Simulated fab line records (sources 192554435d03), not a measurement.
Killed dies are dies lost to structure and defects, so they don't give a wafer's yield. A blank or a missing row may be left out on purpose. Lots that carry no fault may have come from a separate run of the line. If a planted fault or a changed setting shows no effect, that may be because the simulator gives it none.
Chamber matching + flow n5-finfet + N5_BEOL_M5_ETCH_67 on rie-diel-05 has 4 sister chambers
The step etches SiARC in CF4, target depth 15.6 nm, time 26 s. 20 wafers are shown with their chamber, then 10 later ones without.

## WAFERS, EACH WITH ITS CHAMBER
| wafer  | chamber | showerhead-plenum-p-Torr (Torr) | oes-product-au (a.u.) | throttle-valve-pct (%) |
|--------|---------|---------------------------------|-----------------------|------------------------|
| L076.1 | 1       | 2.14                            | 0.64                  | 15.39                  |
| L076.2 | 2       | 2.10                            | 0.76                  | 15.38                  |
| L076.3 | 0       | 2.22                            | 0.65                  | 15.50                  |
| L076.4 | 3       | 2.22                            | 0.64                  | 15.34                  |
| L076.5 | 0       | 2.22                            | 0.65                  | 15.50                  |
| L076.6 | 3       | 2.22                            | 0.64                  | 15.34                  |
| L077.1 | 2       | 2.10                            | 0.76                  | 15.39                  |
| L077.4 | 3       | 2.22                            | 0.62                  | 15.34                  |
| L077.5 | 2       | 2.10                            | 0.76                  | 15.40                  |
| L081.1 | 0       | 2.22                            | 0.63                  | 15.53                  |
| L081.4 | 3       | 2.22                            | 0.63                  | 15.36                  |
| L081.5 | 2       | 2.10                            | 0.76                  | 15.41                  |
| L083.1 | 3       | 2.22                            | 0.62                  | 15.35                  |
| L083.4 | 0       | 2.22                            | 0.63                  | 15.53                  |
| L083.6 | 3       | 2.22                            | 0.62                  | 15.37                  |
| L086.1 | 2       | 2.09                            | 0.74                  | 15.42                  |
| L086.4 | 3       | 2.22                            | 0.62                  | 15.38                  |
| L086.5 | 0       | 2.22                            | 0.63                  | 15.55                  |
| L087.4 | 2       | 2.09                            | 0.74                  | 15.44                  |
| L087.5 | 0       | 2.22                            | 0.63                  | 15.54                  |

SIGNATURES, as means of the wafers listed above
| reading                  | chamber 0 | chamber 1 | chamber 2 | chamber 3 | scatter within a chamber |
|--------------------------|-----------|-----------|-----------|-----------|--------------------------|
| showerhead-plenum-p-Torr | 2.2200    | 2.1400    | 2.0967    | 2.2200    | 0.00289                  |
| oes-product-au           | 0.6367    | 0.6400    | 0.7533    | 0.6271    | 0.01                     |
| throttle-valve-pct       | 15.5250   | 15.3900   | 15.4067   | 15.3543   | 0.0195                   |
Rule: for each reading, subtract the chamber's mean from the wafer's reading, divide by that reading's scatter and square the result; add these up over the readings and take the root, which gives the wafer's distance from the chamber. The wafer belongs to the nearest chamber; if the next one is less than 2 further off, it can't be placed. How the scatter is found: for the shown wafers, subtract from each reading the mean of its chamber, square and add these, divide the total by (wafers less chambers), then take the root.

## WAFERS WHOSE CHAMBER IS MISSING
| wafer  | showerhead-plenum-p-Torr (Torr) | oes-product-au (a.u.) | throttle-valve-pct (%) |
|--------|---------------------------------|-----------------------|------------------------|
| L087.6 | 2.22                            | 0.62                  | 15.37                  |
| L094.2 | 2.21                            | 0.61                  | 15.39                  |
| L094.4 | 2.09                            | 0.72                  | 15.45                  |
| L094.5 | 2.21                            | 0.62                  | 15.58                  |
| L096.2 | 2.08                            | 0.72                  | 15.47                  |
| L096.4 | 2.21                            | 0.62                  | 15.43                  |
| L096.6 | 2.21                            | 0.61                  | 15.42                  |
| L097.1 | 2.08                            | 0.71                  | 15.46                  |
| L097.2 | 2.21                            | 0.61                  | 15.57                  |
| L097.5 | 2.21                            | 0.60                  | 15.42                  |

## EACH ONE'S CHAMBER
| wafer  | from the rows above     | in truth |
|--------|-------------------------|----------|
| L087.6 | 3                       | 3        |
| L094.2 | 3                       | 3        |
| L094.4 | 2                       | 2        |
| L094.5 | 0                       | 0        |
| L096.2 | 2                       | 2        |
| L096.4 | can't be placed: 3 or 0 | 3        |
| L096.6 | can't be placed: 3 or 0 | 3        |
| L097.1 | 2                       | 2        |
| L097.2 | 0                       | 0        |
| L097.5 | can't be placed: 3 or 0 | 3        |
Correctly placed: 7 of 10. Not placeable from these rows: 3 (in 3, the candidates include the true chamber). Wrongly placed: 0.
